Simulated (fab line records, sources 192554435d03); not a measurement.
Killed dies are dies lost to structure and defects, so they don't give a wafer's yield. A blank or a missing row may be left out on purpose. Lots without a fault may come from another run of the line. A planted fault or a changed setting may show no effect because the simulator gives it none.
Chamber matching | flow n5_finfet | N5_HKMG_FIN_STRIP_92 on rie_diel-06: 4 sister chambers
The step strips SOC in N2/H2, time 20 s. 16 wafers are shown with their chamber, then 8 later ones without.

WAFERS WITH THEIR CHAMBER
wafer  | chamber | drypump_motor_current_A (A) | showerhead_plenum_p_Torr (Torr) | throttle_valve_pct (%)
L075.2 | 1       | 6.2                         | 3.58                            | 19.26
L075.4 | 3       | 5.7                         | 3.46                            | 19.19
L075.6 | 1       | 6.2                         | 3.58                            | 19.24
L078.2 | 2       | 5.8                         | 3.34                            | 19.06
L078.4 | 1       | 6.2                         | 3.58                            | 19.25
L078.6 | 1       | 6.3                         | 3.58                            | 19.25
L087.1 | 2       | 5.8                         | 3.33                            | 19.07
L087.3 | 3       | 5.7                         | 3.45                            | 19.21
L087.6 | 2       | 5.8                         | 3.33                            | 19.06
L089.1 | 2       | 5.8                         | 3.33                            | 19.07
L089.5 | 3       | 5.7                         | 3.44                            | 19.23
L089.6 | 0       | 4.8                         | 3.54                            | 18.76
L090.1 | 1       | 6.3                         | 3.56                            | 19.30
L090.3 | 3       | 5.7                         | 3.44                            | 19.24
L090.4 | 0       | 4.8                         | 3.54                            | 18.78
L091.2 | 2       | 5.8                         | 3.33                            | 19.08

SIGNATURES (means of the wafers above)
reading                  | chamber 0 | chamber 1 | chamber 2 | chamber 3 | scatter within a chamber
drypump_motor_current_A  | 4.800     | 6.240     | 5.800     | 5.700     | 0.0316
showerhead_plenum_p_Torr | 3.5400    | 3.5760    | 3.3320    | 3.4475    | 0.0075
throttle_valve_pct       | 18.7700   | 19.2600   | 19.0680   | 19.2175   | 0.0186
Rule: a wafer's distance from a chamber is the root of the sum, over the readings, of the square of ((its reading less the chamber's mean) divided by the reading's scatter). The wafer belongs to the nearest chamber; if the next one is less than 2 further off, it can't be placed. The scatter: the root of (the sum of the squares of (reading less its chamber's mean) over the shown wafers, divided by (wafers less chambers)).

WAFERS WITHOUT THEIR CHAMBER
wafer  | drypump_motor_current_A (A) | showerhead_plenum_p_Torr (Torr) | throttle_valve_pct (%)
L091.5 | 5.8                         | 3.33                            | 19.08
L091.6 | 5.7                         | 3.44                            | 19.23
L092.1 | 4.8                         | 3.53                            | 18.78
L092.2 | 5.8                         | 3.32                            | 19.07
L092.4 | 6.2                         | 3.56                            | 19.29
L094.1 | 6.3                         | 3.56                            | 19.29
L094.5 | 6.2                         | 3.56                            | 19.30
L094.6 | 5.7                         | 3.44                            | 19.23

WHICH CHAMBER EACH WENT THROUGH
wafer  | from the rows above | in truth
L091.5 | 2                   | 2
L091.6 | 3                   | 3
L092.1 | 0                   | 0
L092.2 | 2                   | 2
L092.4 | 1                   | 1
L094.1 | 1                   | 1
L094.5 | 1                   | 1
L094.6 | 3                   | 3
Placed correctly: 8 of 8. Can't be placed from these rows: 0. Placed wrongly: 0.
